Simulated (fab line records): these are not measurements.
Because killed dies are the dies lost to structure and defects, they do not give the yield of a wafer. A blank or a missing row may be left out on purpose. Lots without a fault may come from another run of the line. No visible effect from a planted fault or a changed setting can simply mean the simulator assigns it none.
fab line records + flow nand-harc
record:
- lots: 5
- wafers: 15
- last-day: 33
route steps=1302 shown P_ZERO_WELL@29
lots that met no fault: from a run of the same line without faults
start-h: the number of hours between the record's first day and the start of the first shown wafer of the lot + wait-h: how many hours have passed since the lot's step before this one + " same as the row above + L1.1+2: a single row standing in for several wafers + - value missing, or start not given + * or withheld: withheld + < > ~ a bound
route shown NAME@n: a module of which the file shows steps, and the number in the route of the first + usual: average and standard deviation across the fault-free wafers + same: alike in all rows + chamber/n: place in a boat + sites: the reading at each site + _std_site: standard deviation of those values + _edge_site: outer sites' mean less inner sites' + radius-mm: for every site, how far away it sits from the centre of the wafer + mask NAME#n: copy n + behind: the tool/chamber that last shaped the wafer + hold: cause of the lot's hold/its duration in hours/its outcome + device: names the non-switching transistor (n, p or np) + end of line: the route-end tests of the same wafers + a step with no rows: only its recipe + killed: dies lost to structure and defects at the first sort, not the wafer's yield + map: the dies of a wafer, with x for killed, . for not killed, _ for no die there
set.NAME: the run value of the setting; set.NAME@STEP: its run value at that earlier step + model.NAME: the simulator's own value behind a step, which no gauge read
lots at some steps of the route; a table a step, a row a wafer
services: when a tool's chamber went out of use (start-h, in hours from the record's first day, below 0 if earlier), for how many hours, and the reason
== steps ==
step: NHARC_P_ZERO_WELL_CD_MEAS_24
recipe:
- target-cd-nm: 720
- landing-energy-ev: 500
usual:
- cd-nm: 719.9/1.4
| lot.wafer | tool      | chamber | start-h | wait-h | cd-nm |
|-----------|-----------|---------|---------|--------|-------|
| L728.1    | cd-sem-01 | 0       | 122.48  | -      | 719.6 |
| L728.2    | "         | 0       | "       | "      | 720.9 |
| L728.5    | "         | 0       | "       | "      | 720.0 |
| L730.3    | cd-sem-03 | 0       | 142.58  | -      | 719.4 |
| L730.5    | "         | 0       | "       | "      | 718.3 |
| L730.6    | "         | 0       | "       | "      | 718.6 |
| L738.1    | cd-sem-02 | 0       | 222.70  | -      | 718.9 |
| L738.5    | "         | 0       | "       | "      | 718.6 |
| L738.6    | "         | 0       | "       | "      | 718.9 |
| L739.4    | cd-sem-01 | 0       | 232.51  | -      | 719.2 |
| L739.5    | "         | 0       | "       | "      | 720.3 |
| L739.6    | "         | 0       | "       | "      | 722.1 |
| L740.3    | cd-sem-02 | 0       | 242.67  | -      | 719.5 |
| L740.4    | "         | 0       | "       | "      | 720.0 |
| L740.6    | "         | 0       | "       | "      | 722.4 |
step: NHARC_P_ZERO_WELL_HARDBAKE_25
recipe:
- temp-c: 125
- time-s: 80
step: NHARC_P_ZERO_WELL_DESCUM_26
recipe:
- time-s: 3
- o2-flow-sccm: 200
- ar-flow-sccm: 0
- bias-power-w: 0
- chemistry: O2
usual:
- drypump-motor-current-A: 5.5/0.43
- oes-product-au: 0.998/0.0079
- rf-vpp-V: 57.7/0.84
- showerhead-plenum-p-Torr: 1.89/0.076
- throttle-valve-pct: 11.312/0.0088
| lot.wafer | tool        | chamber | start-h | wait-h | drypump-motor-current-A | oes-product-au | rf-hours-counter-h | rf-vpp-V | showerhead-plenum-p-Torr | throttle-valve-pct |
|-----------|-------------|---------|---------|--------|-------------------------|----------------|--------------------|----------|--------------------------|--------------------|
| L728.2    | rie-diel-04 | 3       | 122.66  | -      | 5.9                     | 1.007          | 35                 | 55.9     | 1.79                     | 11.309             |
| L728.1    | "           | 0       | "       | "      | 5.7                     | 1.002          | 39                 | 57.6     | 1.89                     | 11.312             |
| L728.5    | "           | 2       | "       | "      | 5.5                     | 1.000          | -                  | 57.6     | 1.91                     | 11.309             |
| L730.3    | rie-diel-09 | 0       | 142.75  | -      | 5.8                     | 0.995          | 47                 | 57.5     | 1.88                     | 11.315             |
| L730.6    | "           | 0       | "       | "      | 5.8                     | 0.991          | -                  | 58.5     | 1.88                     | 11.315             |
| L730.5    | "           | 1       | "       | "      | 5.6                     | 0.991          | -                  | 58.3     | 1.95                     | 11.311             |
| L738.1    | rie-diel-09 | 1       | 222.86  | -      | 5.6                     | 0.994          | 24                 | 56.6     | 1.94                     | 11.313             |
| L738.6    | "           | 1       | "       | "      | 5.6                     | 1.001          | -                  | 56.9     | 1.94                     | 11.310             |
| L738.5    | "           | 2       | "       | "      | 4.9                     | 1.001          | -                  | 56.3     | 1.97                     | 11.317             |
| L739.4    | rie-diel-09 | 1       | 232.70  | -      | 5.5                     | 0.998          | 28                 | 58.6     | 1.94                     | 11.315             |
| L739.5    | "           | 2       | "       | "      | 4.9                     | 1.008          | -                  | 57.4     | 1.97                     | 11.293             |
| L739.6    | "           | 3       | "       | "      | 6.4                     | 1.010          | -                  | 58.0     | 2.00                     | 11.315             |
| L740.4    | rie-diel-08 | 3       | 242.84  | -      | 5.2                     | 0.995          | 16                 | 56.6     | 1.93                     | 11.305             |
| L740.3    | "           | 1       | "       | "      | 6.0                     | 1.006          | 13                 | 58.7     | 1.78                     | 11.299             |
| L740.6    | "           | 2       | "       | "      | 5.2                     | 0.992          | -                  | 57.1     | 1.83                     | 11.328             |
step: NHARC_P_ZERO_WELL_IMPLANT_27
recipe:
- energy-kev: 600
- dose-cm2: 1e+13
- tilt-deg: 7
step: NHARC_P_ZERO_WELL_IMPLANT_57
recipe:
- energy-kev: 250
- dose-cm2: 4e+12
- tilt-deg: 7
step: NHARC_P_ZERO_WELL_IMPLANT_58
recipe:
- energy-kev: 100
- dose-cm2: 2e+12
- tilt-deg: 7
step: NHARC_P_ZERO_WELL_STRIP_28
recipe:
- time-s: 840
- temp-c: 130
- chemistry: SPM
step: NHARC_P_ZERO_WELL_DEHYDRATE_29
recipe:
- temp-c: 150
- time-s: 120
step: NHARC_P_ZERO_WELL_HMDS_30
recipe:
- time-s: 30
step: NHARC_P_ZERO_WELL_COAT_31
recipe:
- spin-rpm: withheld
step: NHARC_P_ZERO_WELL_SOFTBAKE_32
recipe:
- temp-c: 122
- time-s: 95
step: NHARC_P_ZERO_WELL_EBR_33
step: NHARC_P_ZERO_WELL_EXPOSE_34
recipe:
- na: 0.6
- target-cd-nm: 720
- dose-mj: 22.31
- mask-id: P_PWELL
usual:
- stage-vel-mm-s: 500.01/0.28
| lot.wafer | tool           | chamber | start-h | wait-h | mask      | stage-vel-mm-s |
|-----------|----------------|---------|---------|--------|-----------|----------------|
| L728.1    | krf-scanner-03 | 0       | 123.83  | -      | P_PWELL#0 | 499.85         |
| L728.2    | "              | 0       | "       | "      | P_PWELL#0 | 500.00         |
| L728.5    | "              | 0       | "       | "      | P_PWELL#0 | 499.90         |
| L730.3    | krf-scanner-02 | 0       | 144.08  | -      | P_HVPW#0  | 499.84         |
| L730.5    | "              | 0       | "       | "      | P_HVPW#0  | 499.84         |
| L730.6    | "              | 0       | "       | "      | P_HVPW#0  | 499.70         |
| L738.1    | krf-scanner-02 | 0       | 224.06  | -      | P_PWELL#0 | 500.20         |
| L738.5    | "              | 0       | "       | "      | P_PWELL#0 | 500.14         |
| L738.6    | "              | 0       | "       | "      | P_PWELL#0 | 499.65         |
| L739.4    | krf-scanner-03 | 0       | 234.00  | -      | P_PWELL#0 | 499.61         |
| L739.5    | "              | 0       | "       | "      | P_PWELL#0 | 499.34         |
| L739.6    | "              | 0       | "       | "      | P_PWELL#0 | 499.59         |
| L740.3    | krf-scanner-03 | 0       | 244.04  | -      | P_PWELL#0 | 500.04         |
| L740.4    | "              | 0       | "       | "      | P_PWELL#0 | 500.22         |
| L740.6    | "              | 0       | "       | "      | P_PWELL#0 | 499.91         |
step: NHARC_P_ZERO_WELL_PEB_35
recipe:
- peb-temp-c: 118
- peb-time-s: 85
step: NHARC_P_ZERO_WELL_DEVELOP_36
recipe:
- time-s: 70
step: NHARC_P_ZERO_WELL_CD_MEAS_37
recipe:
- target-cd-nm: 720
- landing-energy-ev: 500
usual:
- cd-nm: 719.3/1.4
| lot.wafer | tool      | chamber | start-h | wait-h | cd-nm |
|-----------|-----------|---------|---------|--------|-------|
| L728.1    | cd-sem-03 | 0       | 123.99  | -      | 718.9 |
| L728.2    | "         | 0       | "       | "      | 717.9 |
| L728.5    | "         | 0       | "       | "      | 719.1 |
| L730.3    | cd-sem-01 | 0       | 144.24  | -      | -     |
| L730.5    | "         | 0       | "       | "      | -     |
| L730.6    | "         | 0       | "       | "      | -     |
| L738.1    | cd-sem-03 | 0       | 224.21  | -      | 718.7 |
| L738.5    | "         | 0       | "       | "      | 717.8 |
| L738.6    | "         | 0       | "       | "      | 719.1 |
| L739.4    | cd-sem-03 | 0       | 234.15  | -      | 719.6 |
| L739.5    | "         | 0       | "       | "      | 719.5 |
| L739.6    | "         | 0       | "       | "      | 722.0 |
| L740.3    | cd-sem-02 | 0       | 244.19  | -      | 718.1 |
| L740.4    | "         | 0       | "       | "      | 718.1 |
| L740.6    | "         | 0       | "       | "      | 717.9 |
step: NHARC_P_ZERO_WELL_HARDBAKE_38
recipe:
- temp-c: 125
- time-s: 80
== services ==
| tool           | chamber | start-h | hours | kind        |
|----------------|---------|---------|-------|-------------|
| krf-scanner-02 | -       | 111.57  | 1.1   | repair      |
| rie-diel-09    | 0       | 122.57  | -     | clean       |
| rie-diel-09    | 1       | 122.57  | -     | clean       |
| rie-diel-09    | 2       | 122.57  | -     | clean       |
| rie-diel-09    | 3       | 122.57  | -     | clean       |
| rie-diel-08    | 1       | 137.76  | 34.3  | repair      |
| rie-diel-09    | -       | 143.45  | 9.0   | pm          |
| rie-diel-09    | 0       | 143.45  | 9.0   | vent-cycle  |
| rie-diel-09    | 1       | 143.45  | 9.0   | vent-cycle  |
| rie-diel-09    | 2       | 143.45  | 9.0   | vent-cycle  |
| rie-diel-09    | 3       | 143.45  | 9.0   | vent-cycle  |
| krf-scanner-03 | 0       | 150.48  | -     | calibration |
| rie-diel-09    | 0       | 152.45  | -     | clean       |
| rie-diel-09    | 1       | 152.45  | -     | clean       |
| rie-diel-09    | 2       | 152.45  | -     | clean       |
| rie-diel-09    | 3       | 152.45  | -     | clean       |
| rie-diel-09    | 0       | 169.92  | 1.6   | repair      |
| rie-diel-09    | 0       | 176.95  | -     | clean       |
| rie-diel-09    | 1       | 176.95  | -     | clean       |
| rie-diel-04    | -       | 177.90  | 9.0   | pm          |
| krf-scanner-03 | -       | 184.27  | 35.9  | repair      |
| rie-diel-08    | -       | 190.83  | 9.0   | pm          |
| krf-scanner-03 | -       | 224.00  | 4.0   | pm          |
| rie-diel-08    | 1       | 225.35  | 11.8  | repair      |
== key ==
first-sign:
- step: NHARC_P_ZERO_WELL_EXPOSE_34
- reading: mask
- direction: changed
effect:
- step: NHARC_P_ZERO_WELL_CD_MEAS_37
- reading: cd-nm
- direction: missing
met-at NHARC_P_ZERO_WELL_EXPOSE_34
struck-wafers L730.3,L730.5,L730.6
later-rows-left-out L730.3,L730.5,L730.6
sort-left-out L730.3,L730.5,L730.6
tester-left-out L730
fault:
- kind: wrong-mask
- tool: any
- chamber: -
- onset-h: 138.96
- steps: NHARC_P_ZERO_WELL_EXPOSE_34
- aux-copy: P_HVPW#0
- scope: struck-lots-only
tester-left-out: of these lots the tester's yield and bins aren't shown, on N5 and GAA mostly nor the transistor test; their killed dies are dies lost to structure and defects alone, not to doping, threshold or leakage, so they don't give the yield
sort-left-out: the simulated sort isn't trusted on such a fault, so these wafers' sort isn't shown, and their yield isn't known
later-rows-left-out: the simulator's readings of these wafers behind a module that went badly wrong aren't trusted and aren't shown, but for the sort
